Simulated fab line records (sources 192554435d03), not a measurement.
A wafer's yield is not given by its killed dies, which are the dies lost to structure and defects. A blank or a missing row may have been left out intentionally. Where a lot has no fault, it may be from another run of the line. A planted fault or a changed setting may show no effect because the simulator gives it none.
A struck lot beside a sound one + flow n5-finfet + 34 steps out of a route of 1938
Sound: the wafers L770.1, L770.3, L770.4. Struck: wafers L764.1, L764.4, L764.6. At the end, the cause is stated.
Per side, at each step with rows, come the tool, then ch with its chambers, and then its first start. Under that, the readings that differ: sound wafers + struck wafers + difference of the means + sigmas: that difference in standard deviations of wafers without a fault.
alike: readings whose means differ by less than 2 such deviations, and words and numbers that are the same on both sides. not compared: withheld readings, readings that some wafer has no value for, bounds like >300 that may hide the same value, and numbers for which the record gives no deviation and whose values overlap.
The two part at a step that has a row with sigmas, a row that says differs or no value, or rows on one side only. Non-overlapping numbers with no deviation appear without sigmas and do not part them. A reading that every wafer of one side lacks parts them only if that side has two wafers or more.

first, 9 steps without rows for these wafers: N5_BEOL_M11_PEB_26 (peb time 60 s); N5_BEOL_M11_DEVELOP_27 (develop time 30 s); N5_BEOL_M11_DESCUM_33 (chemistry O2, time 7.9 s); N5_BEOL_M11_ETCH_65 (etches SiARC in CF4, target depth 39 nm, time 65 s); N5_BEOL_M11_ETCH_66 (etches SOC in N2/H2, target depth 120 nm, overetch 24 nm, time 180 s); N5_BEOL_M11_STRIP_69 (strips in N2/H2); N5_BEOL_M11_VIA_ETCH_34 (etches SiCOH lowk in C4F6/O2, target depth 184.5 nm, time 69.2 s); N5_BEOL_M11_STRIP_73 (strips in C4F6/O2); N5_BEOL_M11_STRIP_36 (strips in N2/H2).
N5_BEOL_M11_TRENCH_ETCH_37: etches SiCOH lowk in C4F6/O2, target depth 148.83 nm, time 48 s.
  sound on rie-diel-03 ch 0,1,2, day 14 04:22; struck on rie-diel-04 ch 1,2, day 13 05:21
  alike: drypump-motor-current-A, oes-product-au, rf-vpp-V, showerhead-plenum-p-Torr, throttle-valve-pct
  not compared: rf-hours-counter-h
then, 23 steps without rows for these wafers: N5_BEOL_M11_ETCH_41 (etches SiCN in CH3F/O2, target depth 42.6 nm, time 86 s); N5_BEOL_M11_STRIP_77 (strips in N2/H2, time 10 s); N5_BEOL_M11_HM_STRIP_39 (strips TiN in peroxide tin strip, target depth 25 nm, time 158 s); N5_BEOL_M11_SRD_40 (time 30 s); N5_BEOL_M11_PRECLEAN_42 (cleans in residue remover, time 60 s); N5_BEOL_M11_SRD_43 (time 30 s); N5_BEOL_M11_CURE_72 (cures SiCOH lowk, time 120 s); N5_BEOL_M11_DEGAS_44 (time 60 s); N5_BEOL_M11_PRE_CLEAN_45 (time 30 s); N5_BEOL_M11_ALD_74 (deposits TaN, target thk 2 nm, pulse time 2 s, purge time 3 s); N5_BEOL_M11_SURFACE_TREAT_76; N5_BEOL_M11_CVD_75 (deposits Co from CCTBA/H2, target thk 2 nm, time 138.9 s); N5_BEOL_M11_SPUTTER_48 (material Cu, target thk 12 nm, time 2 s); N5_BEOL_M11_ECD_50 (material Cu, target thk 318 nm); N5_BEOL_M11_ANNEAL_51 (time 90 s); N5_BEOL_M11_CMP_52 (polishes, stops on SiCOH lowk, t overpolish 7 s, target thk 140 nm); N5_BEOL_M11_PRE_CLEAN_55 (time 15 s); N5_BEOL_M11_DEP_56 (deposits SiCN from 3MS/NH3, target thk 30 nm, time 10.5 s); N5_BEOL_M12_ILD_DEP_00 (deposits SiOC from DEMS/O2, target thk 658.92 nm, time 130.7 s); N5_BEOL_M12_COAT_58 (time 60 s, resist thk 89 nm); N5_BEOL_M12_COAT_04 (resist thk 400 nm); N5_BEOL_M12_EBR_06; N5_BEOL_M12_SOFTBAKE_05 (time 60 s).
N5_PASSIVATION_PROBE_49:
  sound on prober-02 at day 16 05:01; struck on prober-01 at day 14 18:54
| reading                  | sound          | struck         | difference | sigmas |
|--------------------------|----------------|----------------|------------|--------|
| defect-limited-yield (%) | 92.8 91.5 91.3 | 80.8 82.4 81.5 | -10.3      | -7     |
| killed_at_M4_up          | 10 9 12        | 137 127 127    | +120       | +21    |
| killed-dies              | 85 100 103     | 227 208 218    | +122       | +7     |
| sort_bin_5_function (%)  | 4.3 5.3 4.9    | 11.5 11.4 12.0 | +6.8       | +7     |
| sort_bin_6_memory (%)    | 2.7 2.8 3.5    | 5.0 4.2 4.8    | +1.7       | +2     |
| sort-n-pass              | 1095 1080 1077 | 953 972 962    | -122       | -7     |
| sort-yield-pct (%)       | 92.8 91.5 91.3 | 80.8 82.4 81.5 | -10.3      | -7     |
  alike: killed_at_M0_to_M3, killed-at-contacts, killed-at-front-end, killed-at-other, killed-on-rim, killed-open, killed-short

## WHERE THEY PART
N5_PASSIVATION_PROBE_49 only, going by this record.

WHY: what the simulator had put in
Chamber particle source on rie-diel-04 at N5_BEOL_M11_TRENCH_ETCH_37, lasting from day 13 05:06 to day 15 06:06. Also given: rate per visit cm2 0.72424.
